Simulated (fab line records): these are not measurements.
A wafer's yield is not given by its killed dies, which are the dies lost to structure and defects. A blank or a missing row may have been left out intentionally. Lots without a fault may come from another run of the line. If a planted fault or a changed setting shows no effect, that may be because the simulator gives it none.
Matching of chambers ; flow nandHarc ; NHARC_P_GATE_DESCUM_93 on rieDiel-09: 4 sister chambers
The step chemistry O2, time 3 s. 8 wafers are shown with their chamber, then 7 later ones without.

## WAFERS PAIRED WITH THEIR CHAMBERS
wafer;chamber;drypumpMotorCurrentA (A);oesProductAu (a.u.)
L078.4;0;5.6;1.001
L078.5;3;6.4;0.998
L081.1;0;5.6;1.001
L081.3;3;6.3;1.004
L085.2;2;5.9;1.018
L085.5;1;5.8;1.008
L086.1;1;5.8;0.994
L086.2;2;5.9;1.023

## WAFERS WITH NO CHAMBER GIVEN
wafer;drypumpMotorCurrentA (A);oesProductAu (a.u.)
L086.3;5.6;0.995
L087.4;5.6;0.987
L087.5;5.6;0.987
L087.6;6.3;0.993
L091.1;5.6;1.007
L091.2;6.4;0.999
L091.5;6.4;0.999

## CHAMBER TAKEN BY EACH
wafer;from the rows above;in truth
L086.3;0;0
L087.4;0;0
L087.5;0;0
L087.6;3;3
L091.1;0;0
L091.2;3;3
L091.5;3;3
Correct placement for 7 of the 7. Not placeable from these rows: 0. Wrongly placed: 0.
How it was worked out, from the rows above alone: a wafer's distance from a chamber is the root of the sum, over the readings, of the square of ((its reading less the chamber's mean) divided by the reading's scatter). If the next closest chamber is less than 2 further off than the closest, the wafer can't be placed; otherwise it belongs to the closest. Each chamber's mean is taken over the wafers shown for it. The scatter is the square root of a quotient: the sum, over the shown wafers, of each reading's squared deviation from its chamber's mean, divided by wafers minus chambers.
